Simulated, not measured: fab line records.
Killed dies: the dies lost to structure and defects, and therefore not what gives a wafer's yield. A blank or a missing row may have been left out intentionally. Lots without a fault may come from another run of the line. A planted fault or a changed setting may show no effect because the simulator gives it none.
Problem report, 8D (eight disciplines) form, completed by code :: flow n5_finfet :: the parts of the form that need people (team, actions taken, sign-off) are left out

## 1. WHAT IS WRONG
At N5_MOL_CONTACT_COAG_COAT_64, spin_speed_rpm averages 1445.8 rpm over 6 wafers from 2 lots, while fault-free wafers read 1499.9 rpm, standard deviation 1.1. That is -49 standard deviations from the usual mean.
The step: time 60 s, resist thk 10 nm.
First observed at day 8 22:13: wafer L382.2, on litho_track-04. The record has a number at this step for 12 wafers belonging to 4 lots. Rule for "out", or "out of limits": more than 4 standard deviations from the usual mean. The rest of the wafers with a number are treated as sound.

## 2. WHAT IT IS; WHAT IT IS NOT
question: which readings at this step
is: spin_speed_rpm
is not: -

question: which lots
is: L382, L387
is not: L378, L390

question: which wafers of those lots
is: all that have a number
is not: -

question: read on which tools
is: litho_track-04
is not: litho_track-03

question: when
is: from day 8 22:13
is not: up to then (3 sound wafers); but 3 sound wafers of L390 came after

## 3. THE SUSPECTS, EACH WITH WHAT RULES IT OUT
Counting: a tool stays on the suspect list if, at a process step up to the reading, it processed all lots that are out and no sound lot following the first of them.
- litho_track-04 at N5_MOL_CONTACT_COAG_COAT_64 (time 60 s, resist thk 10 nm): kept. All lots that are out passed through it, beginning with L382 at day 8 22:13, and no sound lot followed; its final sound lot before that point was L378 at day 7 20:44. Out on those wafers are its own readings of spin_speed_rpm.
After counting, what remains is litho_track-04 at N5_MOL_CONTACT_COAG_COAT_64.

## 4. THE CAUSE (what the simulator had put in)
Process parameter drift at N5_MOL_CONTACT_COAG_COAT_64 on litho_track-04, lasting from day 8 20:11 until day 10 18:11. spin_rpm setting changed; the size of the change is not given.
Only this tool survived the counting.

## 5. SEQUENCE OF EFFECTS, ordered by route
Rows list readings where the struck wafers' mean (over those with a number) sits beyond 3 standard deviations from the usual. Only readings whose record carries a usual standard deviation are examined. hours: median over the lots of the time between each lot's start at the first step of this table that gives one and its start at this step. sigmas: the change, counted in usual standard deviations.
hours: 0
step: N5_MOL_CONTACT_COAG_COAT_64
reading: spin_speed_rpm
usual: 1499.9 rpm
on struck wafers: 1445.8
change: -54.1
sigmas: -49
The process steps in it:
- N5_MOL_CONTACT_COAG_COAT_64: time 60 s, resist thk 10 nm.
Later steps that measure or inspect, where all struck wafers having a row at the step show a number for every such reading and not one has moved that far: N5_BEOL_M4_RC_MEAS_101.

## 6. WHAT WOULD HAVE CAUGHT IT SOONER
In this record no reading fell out of limits until day 8 22:13, 2 hours after the fault had begun at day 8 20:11.
